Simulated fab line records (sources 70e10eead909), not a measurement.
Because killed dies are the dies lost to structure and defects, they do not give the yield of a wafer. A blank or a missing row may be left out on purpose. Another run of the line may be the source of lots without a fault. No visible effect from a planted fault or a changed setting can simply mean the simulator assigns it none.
Matching of chambers || flow nandHarc || NHARC_A_STAIRCASE_ETCH_225 on rieDiel-04 has 4 sister chambers
The step etches the open film in C4F8/O2, target depth 100 nm, time 40.5 s. 8 wafers are shown with their chamber, then 8 later ones without.

== WAFERS, EACH WITH ITS CHAMBER ==
{"wafer": "L696.1", "chamber": 1, "rfVppV (V)": 891, "oesProductAu (a.u.)": 0.938}
{"wafer": "L696.6", "chamber": 2, "rfVppV (V)": 894, "oesProductAu (a.u.)": 0.937}
{"wafer": "L698.3", "chamber": 1, "rfVppV (V)": 892, "oesProductAu (a.u.)": 0.944}
{"wafer": "L698.5", "chamber": 3, "rfVppV (V)": 900, "oesProductAu (a.u.)": 0.941}
{"wafer": "L704.2", "chamber": 2, "rfVppV (V)": 894, "oesProductAu (a.u.)": 0.929}
{"wafer": "L704.3", "chamber": 0, "rfVppV (V)": 887, "oesProductAu (a.u.)": 0.933}
{"wafer": "L704.4", "chamber": 0, "rfVppV (V)": 889, "oesProductAu (a.u.)": 0.950}
{"wafer": "L710.3", "chamber": 3, "rfVppV (V)": 900, "oesProductAu (a.u.)": 0.951}

== WAFERS WITHOUT THEIR CHAMBER ==
{"wafer": "L710.4", "rfVppV (V)": 892, "oesProductAu (a.u.)": 0.939}
{"wafer": "L710.5", "rfVppV (V)": 888, "oesProductAu (a.u.)": 0.950}
{"wafer": "L705.2", "rfVppV (V)": 888, "oesProductAu (a.u.)": 0.931}
{"wafer": "L705.3", "rfVppV (V)": 891, "oesProductAu (a.u.)": 0.946}
{"wafer": "L705.4", "rfVppV (V)": 894, "oesProductAu (a.u.)": 0.932}
{"wafer": "L709.1", "rfVppV (V)": 893, "oesProductAu (a.u.)": 0.952}
{"wafer": "L709.3", "rfVppV (V)": 888, "oesProductAu (a.u.)": 0.946}
{"wafer": "L709.6", "rfVppV (V)": 891, "oesProductAu (a.u.)": 0.946}

== WHICH CHAMBER EACH ONE RAN IN ==
{"wafer": "L710.4", "from the rows above": "can't be placed: 1 or 2", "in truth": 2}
{"wafer": "L710.5", "from the rows above": 0, "in truth": 0}
{"wafer": "L705.2", "from the rows above": 0, "in truth": 0}
{"wafer": "L705.3", "from the rows above": 1, "in truth": 1}
{"wafer": "L705.4", "from the rows above": 2, "in truth": 2}
{"wafer": "L709.1", "from the rows above": "can't be placed: 1 or 2", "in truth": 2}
{"wafer": "L709.3", "from the rows above": 0, "in truth": 0}
{"wafer": "L709.6", "from the rows above": 1, "in truth": 1}
Correctly placed: 6 of 8. Unplaceable from these rows: 2, with the true chamber sitting among the candidates in 2. Wrongly placed: 0.
How it was worked out, from the rows above alone: a wafer's distance from a chamber is the root of the sum, over the readings, of the square of ((its reading less the chamber's mean) divided by the reading's scatter). If the next closest chamber is less than 2 further off than the closest, the wafer can't be placed; otherwise it belongs to the closest. For every chamber, the mean is computed from those of its wafers that are shown. The scatter: take each reading less its chamber's mean, square it, sum over the shown wafers, divide by the number of wafers less the number of chambers, and take the root.
